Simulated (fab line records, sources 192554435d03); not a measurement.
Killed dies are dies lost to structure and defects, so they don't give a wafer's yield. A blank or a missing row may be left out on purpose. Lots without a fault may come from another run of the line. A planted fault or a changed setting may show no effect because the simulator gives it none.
Which tool did it? | flow n5_finfet | 11 lots, 33 wafers sampled, at 4 steps of a route of 1938

WHAT THE GAUGES READ, wafer by wafer
N5_PMOS_HMC_CHANNEL_EPI_THK_MEAS_22. Usual: HMC_CMP_THK 54.4 nm, standard deviation 0.94.
lot  | measured    | on            | HMC_CMP_THK (nm) | flag
L256 | day 2 14:20 | film_metro-02 | 53.9 55.6 53.5   |
L257 | day 2 20:19 | film_metro-01 | 55.1 53.6 53.6   |
L260 | day 3 19:13 | film_metro-01 | 55.7 56.0 54.9   |
L261 | day 3 20:43 | film_metro-02 | 55.7 55.7 56.2   |
L265 | day 4 19:22 | film_metro-01 | 55.2 55.2 54.6   |
L266 | day 5 01:57 | film_metro-01 | 51.0 53.9 51.7   |
L267 | day 5 13:43 | film_metro-01 | 54.9 54.0 54.7   |
L268 | day 5 14:58 | film_metro-01 | 50.2 55.2 54.6   |
L274 | day 7 01:26 | film_metro-01 | 55.6 54.3 55.0   |
L275 | day 7 07:44 | film_metro-02 | 53.1 53.4 52.5   |
L276 | day 7 13:22 | film_metro-01 | 54.5 53.6 54.2   |

WHICH TOOL RAN EACH LOT (tool, then ch and the chambers of the sampled wafers, then the start)
lot  | N5_PMOS_HMC_CHANNEL_EPI_STRIP_33  | N5_PMOS_HMC_CHANNEL_EPI_FIN_RECESS_16 | N5_PMOS_HMC_CHANNEL_EPI_CMP_21
L256 | rie_diel-02 ch 0,2, day 2 11:49   | rie_si-04 ch 0,2, day 2 12:08         | cmp-01 ch 1,3, day 2 14:05
L257 | rie_diel-02 ch 0,3, day 2 17:42   | rie_si-04 ch 0,2, day 2 18:01         | cmp-04 ch 0,2,3, day 2 20:01
L260 | rie_diel-04 ch 0,1,3, day 3 16:08 | rie_si-04 ch 1,2,3, day 3 16:29       | cmp-02 ch 0,3, day 3 18:58
L261 | rie_diel-06 ch 0,3, day 3 18:32   | rie_si-04 ch 2,3, day 3 18:54         | cmp-04 ch 0,1,2, day 3 20:29
L265 | rie_diel-04 ch 0,1,3, day 4 17:13 | rie_si-04 ch 1,2, day 4 17:34         | cmp-02 ch 1,2,3, day 4 19:07
L266 | rie_diel-02 ch 0,1,3, day 4 23:49 | rie_si-04 ch 0,1,2, day 5 00:09       | cmp-02 ch 0,1,3, day 5 01:39
L267 | rie_diel-06 ch 1,3, day 5 11:11   | rie_si-05 ch 1,2, day 5 11:31         | cmp-04 ch 0,1, day 5 13:25
L268 | rie_diel-04 ch 1,3, day 5 12:51   | rie_si-04 ch 0,1,3, day 5 13:10       | cmp-01 ch 1,2,3, day 5 14:41
L274 | rie_diel-06 ch 0,1, day 6 23:18   | rie_si-05 ch 2,3, day 6 23:38         | cmp-02 ch 0,2, day 7 01:10
L275 | rie_diel-02 ch 0,1,3, day 7 05:37 | rie_si-02 ch 0,3, day 7 05:56         | cmp-04 ch 1,2,3, day 7 07:31
L276 | rie_diel-04 ch 0,1, day 7 11:13   | rie_si-05 ch 0,1,2, day 7 11:34       | cmp-04 ch 1,2,3, day 7 13:07
- N5_PMOS_HMC_CHANNEL_EPI_STRIP_33: strips in N2/H2.
- N5_PMOS_HMC_CHANNEL_EPI_FIN_RECESS_16: chemistry HBr/Cl2, target Si, target depth 54 nm, time 18 s.
- N5_PMOS_HMC_CHANNEL_EPI_CMP_21: polishes SiGe30, target thk 54 nm.

WHAT THE TOOLS THEMSELVES READ (means of the sampled wafers that have a number; where no wafer has one, the mark that the record gives instead)
N5_PMOS_HMC_CHANNEL_EPI_STRIP_33. Usual: drypump_motor_current_A 6.0 A, standard deviation 0.36; oes_product_au 0.76 a.u., standard deviation 0.042; rf_vpp_V 54.2 V, standard deviation 1.7; showerhead_plenum_p_Torr 3.34 Torr, standard deviation 0.11; throttle_valve_pct 19.06 %, standard deviation 0.25.
lot  | tool        | drypump_motor_current_A (A) | oes_product_au (a.u.) | rf_vpp_V (V) | showerhead_plenum_p_Torr (Torr) | throttle_valve_pct (%) | flag
L256 | rie_diel-02 | 5.7                         | 0.75                  | 55.3         | 3.30                            | 19.02                  |
L257 | rie_diel-02 | 5.8                         | 0.72                  | 54.3         | 3.45                            | 19.35                  |
L260 | rie_diel-04 | 6.0                         | 0.75                  | 54.0         | 3.44                            | 18.87                  |
L261 | rie_diel-06 | 5.8                         | 0.76                  | 53.8         | 3.24                            | 19.29                  |
L265 | rie_diel-04 | 6.0                         | 0.74                  | 54.1         | 3.43                            | 18.86                  |
L266 | rie_diel-02 | 5.8                         | 0.76                  | 55.0         | 3.46                            | 19.19                  |
L267 | rie_diel-06 | 6.2                         | 0.76                  | 54.6         | 3.29                            | 19.29                  |
L268 | rie_diel-04 | 5.8                         | 0.72                  | 54.1         | 3.48                            | 18.81                  |
L274 | rie_diel-06 | 6.3                         | 0.75                  | 53.3         | 3.31                            | 19.21                  |
L275 | rie_diel-02 | 5.8                         | 0.85                  | 53.5         | 3.46                            | 19.07                  |
L276 | rie_diel-04 | 6.3                         | 0.71                  | 53.1         | 3.36                            | 18.96                  |

N5_PMOS_HMC_CHANNEL_EPI_FIN_RECESS_16. Usual: bias_w 75.02 W, standard deviation 0.22; drypump_motor_current_A 5.9 A, standard deviation 0.52; oes_product_au 1.007 a.u., standard deviation 0.018; throttle_valve_pct 35.4 %, standard deviation 0.36.
lot  | tool      | bias_w (W) | drypump_motor_current_A (A) | oes_product_au (a.u.) | throttle_valve_pct (%) | flag
L256 | rie_si-04 | 74.91      | 6.0                         | 1.006                 | 35.3                   |
L257 | rie_si-04 | 75.01      | 6.0                         | 1.003                 | 35.3                   |
L260 | rie_si-04 | 74.93      | 5.9                         | 1.006                 | 35.4                   |
L261 | rie_si-04 | 74.79      | 5.5                         | 1.008                 | 35.4                   |
L265 | rie_si-04 | 75.22      | 6.2                         | 1.002                 | 35.1                   |
L266 | rie_si-04 | 75.22      | 6.1                         | 0.994                 | 35.2                   |
L267 | rie_si-05 | 74.80      | 6.0                         | 1.033                 | 35.1                   |
L268 | rie_si-04 | 74.73      | 6.1                         | 1.006                 | 35.4                   |
L274 | rie_si-05 | 75.08      | 6.7                         | 1.004                 | 35.3                   |
L275 | rie_si-02 | 74.99      | 5.5                         | 0.980                 | 35.7                   |
L276 | rie_si-05 | 74.84      | 5.8                         | 1.016                 | 35.2                   |

N5_PMOS_HMC_CHANNEL_EPI_CMP_21. Usual: motor_current_A 12.3 A, standard deviation 1.1.
lot  | tool   | motor_current_A (A) | flag
L256 | cmp-01 | 12.5                |
L257 | cmp-04 | 13.9                |
L260 | cmp-02 | 12.1                |
L261 | cmp-04 | 12.6                |
L265 | cmp-02 | 11.5                |
L266 | cmp-02 | 12.5                |
L267 | cmp-04 | 11.0                |
L268 | cmp-01 | 12.7                |
L274 | cmp-02 | 11.9                |
L275 | cmp-04 | 12.9                |
L276 | cmp-04 | 12.8                |

THE ANSWER, worked out from the rows above alone
Rule: a lot is off if the mean of its wafers that have a number lies more than 3 standard deviations from the usual mean. A lot without any number at a reading at which 4 lots or more have one is off too. The other lots that the step has rows for count as sound. The gauges are gone through in route order, then the tools' own readings, and for those a lot's mean is taken as printed above. The first step at which some lot is off is used, and at that step the reading that is off furthest; a lot without a number counts as furthest.
No lot is off at any reading shown: from this, nothing can be told.

WHAT THE SIMULATOR HAD PUT IN
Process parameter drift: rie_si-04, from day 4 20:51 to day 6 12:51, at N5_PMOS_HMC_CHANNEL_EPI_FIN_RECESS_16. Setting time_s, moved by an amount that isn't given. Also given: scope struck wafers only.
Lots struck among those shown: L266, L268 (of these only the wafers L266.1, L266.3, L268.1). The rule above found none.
